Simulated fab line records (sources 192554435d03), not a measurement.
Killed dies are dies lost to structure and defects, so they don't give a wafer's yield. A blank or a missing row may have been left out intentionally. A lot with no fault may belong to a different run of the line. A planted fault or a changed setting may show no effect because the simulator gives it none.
Comparing a struck lot with a sound one -- flow n5Finfet -- 38 steps out of a route of 1938
Sound: these wafers, L701.1, L701.2, L701.4. Struck: wafer L712.3 (left out: L712.2, L712.6 of the same lot, which were not struck); the cause appears at the end.
Each step with rows lists, per side, the tool, then ch with its chambers, then its first start. Under that, the readings that differ: sound wafers -- struck wafers -- difference of the means -- sigmas: that difference in standard deviations of wafers without a fault.
alike: words and numbers the same on both sides, and readings whose means are apart by under 2 such deviations; not compared: readings that were withheld, readings missing a value for some wafer, numbers with overlapping values and no deviation given by the record, and bounds like >300 which may hide the same value.
A row with sigmas, a row that says differs or no value, or rows on one side alone: a step with any of these is where the two part. When numbers do not overlap yet have no deviation, they are printed without sigmas and do not part them. Lack of a reading on every wafer of one side parts them only where that side has two or more wafers.

first, 9 steps without rows for these wafers: N5_BEOL_M4_ANNEAL_95 (time 240 s); N5_BEOL_M4_SPUTTER_96 (material Cu, target thk 4.5 nm, time 8.29 s); N5_BEOL_M4_ECD_50 (material Cu, target thk 300 nm); N5_BEOL_M4_ANNEAL_51 (time 90 s); N5_BEOL_M4_CMP_52 (polishes, stops on SiOC, t overpolish 6.8 s, target thk 40 nm); N5_BEOL_M4_PRE_CLEAN_60 (time 15 s); N5_BEOL_M4_CO_CAP_55 (material Co, precursor CCTBA/H2, target thk 2 nm, time 102.1 s); N5_BEOL_M4_PRE_CLEAN_56 (time 15 s); N5_BEOL_M4_DEP_57 (deposits SiCN from 3MS/NH3, target thk 8 nm, time 14 s).
N5_BEOL_M4_RC_MEAS_101:
  sound on prober-02 ch 0, day 10 06:02; struck on prober-02 ch 0, day 12 20:27
  alike: DIBL_N, DIBL_P, IOFF_N, IOFF_P, ION_N, ION_P, SS_N, SS_P, VT_N, VT_P
then, 24 steps without rows for these wafers: N5_BEOL_M5_ILD_DEP_00 (deposits SiCOH lowk from DEMS/porogen, target thk 140.64 nm, time 25.9 s); N5_BEOL_M5_CURE_79 (cures SiCOH lowk, time 240 s); N5_BEOL_M5_PECVD_70 (deposits SiO2 from TEOS/O2, target thk 16 nm, time 18 s); N5_BEOL_M5_HM_DEP_02 (deposits TiN, target thk 20 nm); N5_BEOL_M5_COAT_59 (time 60 s, resist thk 60 nm); N5_BEOL_M5_COAT_60 (time 60 s, resist thk 12 nm); N5_BEOL_M5_COAT_71 (time 60 s, resist thk 5 nm); N5_BEOL_M5_COAT_05 (resist thk 30 nm); N5_BEOL_M5_EBR_07; N5_BEOL_M5_SOFTBAKE_06 (time 60 s); N5_BEOL_M5_EXPOSE_08 (exposes mask M5, target cd 28 nm); N5_BEOL_M5_PEB_09 (peb time 60 s); N5_BEOL_M5_DEVELOP_10 (develop time 30 s); N5_BEOL_M5_DESCUM_16 (chemistry O2, time 7 s); N5_BEOL_M5_ETCH_72 (etches underlayer in N2/H2, target depth 6.5 nm, time 5.2 s); N5_BEOL_M5_ETCH_61 (etches SiARC in CF4, target depth 15.6 nm, time 26 s); N5_BEOL_M5_ETCH_62 (etches SOC in N2/H2, target depth 75 nm, overetch 15 nm, time 112.5 s); N5_BEOL_M5_STRIP_63 (strips in N2/H2); N5_BEOL_M5_STRIP_73 (strips in N2/H2); N5_BEOL_M5_STRIP_64 (strips in CF4); N5_BEOL_M5_HM_OPEN_17 (chemistry Cl2/BCl3, target TiN, target depth 20 nm, overetch 6 nm); N5_BEOL_M5_STRIP_19 (strips in O2); N5_BEOL_M5_COAT_65 (time 60 s, resist thk 60 nm); N5_BEOL_M5_COAT_66 (time 60 s, resist thk 12 nm).
N5_BEOL_M6_CMP_52: polishes, stops on SiCOH lowk, t overpolish 6.9 s, target thk 80 nm.
  sound on cmp-02 ch 0,1,3, day 11 05:16; struck on cmp-02 ch 1, day 13 20:18
reading,sound,struck,difference,sigmas
barrierFieldEndpointS (s),28.8 28.7 28.3,46.8,+18.2,+30
overpolishRunS (s),6.879 6.885 6.911,0.033,-6.859,-99 or more
timeToEndpointS (s),59.7 62.8 60.8,81.4,+20.3,+10
  alike: clearingPlatenRpm, headPressurePsi, motorCurrentA, retainingRingPressureFrac
N5_BEOL_M6_THK_MEAS_53: measures by xrf.
  sound on filmMetro-02, day 11 05:34; struck on filmMetro-02, day 13 20:31
reading,sound,struck,difference,sigmas
M6_THK (nm),78.9 78.3 78.7,185.0,+106.4,+76
N5_BEOL_M6_INSPECT_58: inspects for defects (darkfield).
  sound on defectInspect-02, day 11 05:45; struck on defectInspect-02, day 13 20:43
reading,sound,struck,difference,sigmas
rawDefectCount,107 80 68,1409,+1324,+58
-- record jumps: 3 days separate the struck wafers' starts on either side; left off in module BEOL_M6, taken up again in module PASSIVATION, whose first shown step is the route's number 1936 --
N5_PASSIVATION_PROBE_49:
  sound on prober-02, day 14 11:37; struck on prober-01, day 17 03:58
reading,sound,struck,difference,sigmas
defectLimitedYield (%),91.4 94.1 93.5,0,-93,-62
killed_at_M4_up,9 5 8,1091,+1084,+99 or more
killedAtContacts,21 18 14,3,-15,-2
killedAtFrontEnd,35 27 29,65,+35,+3
killedDies,101 70 77,1180,+1097,+61
killedOnRim,10 5 8,152,+144,+36
sortNPass,1079 1110 1103,0,-1097,-61
sortYieldPct (%),91.4 94.1 93.5,0,-93,-62
  alike: killed_at_M0_to_M3, killedAtOther, killedOpen, killedShort, sort_bin_5_function, sort_bin_6_memory

== WHERE THEY PART ==
Earliest at N5_BEOL_M6_CMP_52; latest, in this record, at N5_PASSIVATION_PROBE_49.

WHY: what the simulator had put in
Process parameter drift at N5_BEOL_M6_CMP_52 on cmp-02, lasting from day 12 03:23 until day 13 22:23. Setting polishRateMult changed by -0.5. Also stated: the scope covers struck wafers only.
